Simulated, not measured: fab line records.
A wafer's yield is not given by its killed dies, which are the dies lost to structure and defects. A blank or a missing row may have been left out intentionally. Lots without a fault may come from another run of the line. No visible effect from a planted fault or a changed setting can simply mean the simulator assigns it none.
Which of the tools did it? / flow n5_finfet / Sampling: 11 lots, 33 wafers, 3 of 1938 route steps

## WHAT THE GAUGES READ, wafer by wafer
N5_BEOL_M13_OVL_MEAS_29.
lot=L076; measured=day 10 22:12; on=overlay-02; M13_OVL (nm)=-2 -3 -4
lot=L078; measured=day 11 21:12; on=overlay-02; M13_OVL (nm)=7 1 -3
lot=L079; measured=day 12 09:23; on=overlay-02; M13_OVL (nm)=1 -3 1
lot=L083; measured=day 13 03:44; on=overlay-02; M13_OVL (nm)=4 6 1
lot=L082; measured=day 13 04:04; on=overlay-01; M13_OVL (nm)=-7 4 -4
lot=L084; measured=day 13 18:20; on=overlay-01; M13_OVL (nm)=-1 -14 -1
lot=L088; measured=day 14 12:11; on=overlay-01; M13_OVL (nm)=2 -1 4
lot=L090; measured=day 14 22:28; on=overlay-01; M13_OVL (nm)=2 2 0
lot=L089; measured=day 15 01:17; on=overlay-01; M13_OVL (nm)=-4 0 1
lot=L094; measured=day 15 20:53; on=overlay-02; M13_OVL (nm)=1 -2 -5
lot=L097; measured=day 16 13:48; on=overlay-01; M13_OVL (nm)=1 -2 1

## TOOL THAT RAN EACH LOT (tool first, then ch and the chambers of the sampled wafers, then the start)
lot=L076; N5_BEOL_M12_STRIP_64=plasma_asher-01 ch 0,1, day 10 16:13; N5_BEOL_M12_DESCUM_33=rie_diel-01 ch 0,3, day 10 16:53
lot=L078; N5_BEOL_M12_STRIP_64=plasma_asher-01 ch 0,1, day 11 15:17; N5_BEOL_M12_DESCUM_33=rie_diel-01 ch 0,1, day 11 15:58
lot=L079; N5_BEOL_M12_STRIP_64=plasma_asher-01 ch 0,1, day 12 00:38; N5_BEOL_M12_DESCUM_33=rie_diel-04 ch 0,1,3, day 12 01:12
lot=L083; N5_BEOL_M12_STRIP_64=plasma_asher-02 ch 0,1, day 12 19:07; N5_BEOL_M12_DESCUM_33=rie_diel-06 ch 1,3, day 12 19:49
lot=L082; N5_BEOL_M12_STRIP_64=plasma_asher-01 ch 1, day 12 20:06; N5_BEOL_M12_DESCUM_33=rie_diel-04 ch 1,2, day 12 21:08
lot=L084; N5_BEOL_M12_STRIP_64=plasma_asher-01 ch 0,1, day 13 12:09; N5_BEOL_M12_DESCUM_33=rie_diel-01 ch 0,3, day 13 12:49
lot=L088; N5_BEOL_M12_STRIP_64=plasma_asher-02 ch 0,1, day 14 00:23; N5_BEOL_M12_DESCUM_33=rie_diel-01 ch 0,1, day 14 01:07
lot=L090; N5_BEOL_M12_STRIP_64=plasma_asher-01 ch 0,1, day 14 14:59; N5_BEOL_M12_DESCUM_33=rie_diel-06 ch 0,2,3, day 14 15:39
lot=L089; N5_BEOL_M12_STRIP_64=plasma_asher-02 ch 0,1, day 14 17:29; N5_BEOL_M12_DESCUM_33=rie_diel-04 ch 0,3, day 14 18:03
lot=L094; N5_BEOL_M12_STRIP_64=plasma_asher-02 ch 0,1, day 15 13:49; N5_BEOL_M12_DESCUM_33=rie_diel-04 ch 1,3, day 15 14:23
lot=L097; N5_BEOL_M12_STRIP_64=plasma_asher-01 ch 0,1, day 16 06:43; N5_BEOL_M12_DESCUM_33=rie_diel-01 ch 1,3, day 16 07:38
- N5_BEOL_M12_STRIP_64: strips in N2/H2.
- N5_BEOL_M12_DESCUM_33: chemistry O2, time 7.9 s.

## THE ANSWER, worked out from the rows above alone
Rule: what is usual is taken from the lots themselves. Put in order of their means at a reading, lots are off if they are a third of the lots or fewer, leave a main group of 4 or more, and stand apart from it by a gap of 3 or more times the standard deviation of the main group's means; of several such gaps the widest counts. Not used: any main group whose means are identical at the precision the tables above print for the reading. A lot without any number at a reading at which 4 lots or more have one is off too. All remaining lots with rows at the step are treated as sound.
None of the lots is off at any reading shown; this tells nothing.

## WHAT THE SIMULATOR HAD INSERTED
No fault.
